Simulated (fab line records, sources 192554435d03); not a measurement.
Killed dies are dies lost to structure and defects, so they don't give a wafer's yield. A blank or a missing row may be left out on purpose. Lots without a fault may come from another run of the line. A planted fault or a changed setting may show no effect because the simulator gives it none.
Tool commonality check | flow n5_finfet | 11 lots, 30 wafers sampled

WHY IT WAS OPENED
At N5_BEOL_M4_RC_MEAS_101 the reading IOFF_P_LONG is flagged on 2 of 11 lots. Wafers without a fault read 0.000106 nA/um, standard deviation 9.9e-06.
Rule: a lot is flagged when every wafer of it that has a number lies more than 4 standard deviations from that mean, or none has a number. The other lots count as sound.

lot  | measured     | on        | IOFF_P_LONG (nA/um), wafer by wafer | flag
L500 | day 7 18:09  | prober-01 | 0.000128 0.000126                   |
L501 | day 8 10:25  | prober-02 | 0.000127 0.00012 0.000118           |
L502 | day 8 23:31  | prober-01 | 9.2e-05 9.3e-05                     |
L504 | day 9 03:50  | prober-01 | 0.000104 0.000102 0.000105          |
L505 | day 9 06:07  | prober-02 | 9.5e-05 9.1e-05 8.7e-05             |
L506 | day 9 06:28  | prober-01 | 0.000116 9.8e-05 0.000104           |
L507 | day 9 07:47  | prober-02 | 0.000111 0.00012 0.000111           |
L508 | day 10 17:14 | prober-02 | 9.1e-05 9e-05 8.8e-05               |
L509 | day 10 18:18 | prober-01 | 0.000105 0.000112                   |
L510 | day 10 22:55 | prober-02 | 0.000241 0.000238 0.000234          | FLAGGED
L511 | day 11 15:52 | prober-01 | 0.000276 0.000262 0.000251          | FLAGGED
The numbers of the flagged lots are 0.000250 nA/um on average: +0.000144 nA/um against the usual, or +15 standard deviations.

WHICH TOOL RAN EACH LOT
The record holds 3 process steps before the reading, out of a route of 1938 steps. In each cell: the tool, then ch and the chambers that the sampled wafers went through, then the start.
lot  | flag    | N5_HKMG_FIN_RTA_80              | N5_BEOL_M4_SPUTTER_92        | N5_BEOL_M4_DEP_57
L500 |         | rtp_anneal-02 ch 0, day 4 02:05 | pvd_sputter-01, day 7 15:54  | pecvd-01 ch 1,2, day 7 17:35
L501 |         | rtp_anneal-02 ch 0, day 4 12:13 | pvd_sputter-01, day 8 08:52  | pecvd-03 ch 0,1,2, day 8 10:17
L502 |         | rtp_anneal-02 ch 0, day 4 15:43 | pvd_sputter-03, day 8 21:49  | pecvd-03 ch 0,1, day 8 23:14
L504 |         | rtp_anneal-02 ch 0, day 5 00:44 | pvd_sputter-02, day 9 02:07  | pecvd-04 ch 0,1,2, day 9 03:43
L505 |         | rtp_anneal-01 ch 0, day 5 07:32 | pvd_sputter-02, day 9 04:16  | pecvd-01 ch 0,1,2, day 9 05:41
L506 |         | rtp_anneal-01 ch 0, day 5 13:56 | pvd_sputter-01, day 9 04:49  | pecvd-03 ch 0,2, day 9 06:14
L507 |         | rtp_anneal-01 ch 0, day 5 20:17 | pvd_sputter-03, day 9 06:05  | pecvd-04 ch 1,2, day 9 07:30
L508 |         | rtp_anneal-01 ch 0, day 6 05:34 | pvd_sputter-03, day 10 15:23 | pecvd-04 ch 0,1,2, day 10 16:48
L509 |         | rtp_anneal-01 ch 0, day 6 07:36 | pvd_sputter-01, day 10 16:10 | pecvd-04 ch 0,1, day 10 17:35
L510 | FLAGGED | rtp_anneal-01 ch 0, day 6 14:46 | pvd_sputter-03, day 10 21:13 | pecvd-04 ch 1,2, day 10 22:38
L511 | FLAGGED | rtp_anneal-01 ch 0, day 6 17:30 | pvd_sputter-02, day 11 14:19 | pecvd-03 ch 1,2, day 11 15:44
What these steps do:
- N5_HKMG_FIN_RTA_80: time 2 s.
- N5_BEOL_M4_SPUTTER_92: material Cu, target thk 4.5 nm, time 8.29 s.
- N5_BEOL_M4_DEP_57: deposits SiCN from 3MS/NH3, target thk 8 nm, time 14 s.
- N5_BEOL_M4_RC_MEAS_101

FLAGGED OVER TOTAL, TOOL BY TOOL (the gauges that took the reading come last)
step                   | tool           | lots run | flagged | share of the flagged lots | sound lots run after its first flagged lot
N5_HKMG_FIN_RTA_80     | rtp_anneal-01  | 7        | 2       | all                       | 0
N5_HKMG_FIN_RTA_80     | rtp_anneal-02  | 4        | 0       | none                      | -
N5_BEOL_M4_SPUTTER_92  | pvd_sputter-01 | 4        | 0       | none                      | -
N5_BEOL_M4_SPUTTER_92  | pvd_sputter-02 | 3        | 1       | some                      | 0
N5_BEOL_M4_SPUTTER_92  | pvd_sputter-03 | 4        | 1       | some                      | 0
N5_BEOL_M4_DEP_57      | pecvd-01       | 2        | 0       | none                      | -
N5_BEOL_M4_DEP_57      | pecvd-03       | 4        | 1       | some                      | 0
N5_BEOL_M4_DEP_57      | pecvd-04       | 5        | 1       | some                      | 0
N5_BEOL_M4_RC_MEAS_101 | prober-01      | 6        | 1       | some                      | 0
N5_BEOL_M4_RC_MEAS_101 | prober-02      | 5        | 1       | some                      | 0

WHAT THE TABLE ALLOWS
1 row of the table ran every flagged lot: rtp_anneal-01 at N5_HKMG_FIN_RTA_80.
- rtp_anneal-01 at N5_HKMG_FIN_RTA_80: 2 of its 7 lots flagged. Its last sound lot is L509 (day 6 07:36), its first flagged lot L510 (day 6 14:46): a fault that began between those two fits.
One tool is left: rtp_anneal-01 at N5_HKMG_FIN_RTA_80.

WHAT THE SIMULATOR HAD PUT IN
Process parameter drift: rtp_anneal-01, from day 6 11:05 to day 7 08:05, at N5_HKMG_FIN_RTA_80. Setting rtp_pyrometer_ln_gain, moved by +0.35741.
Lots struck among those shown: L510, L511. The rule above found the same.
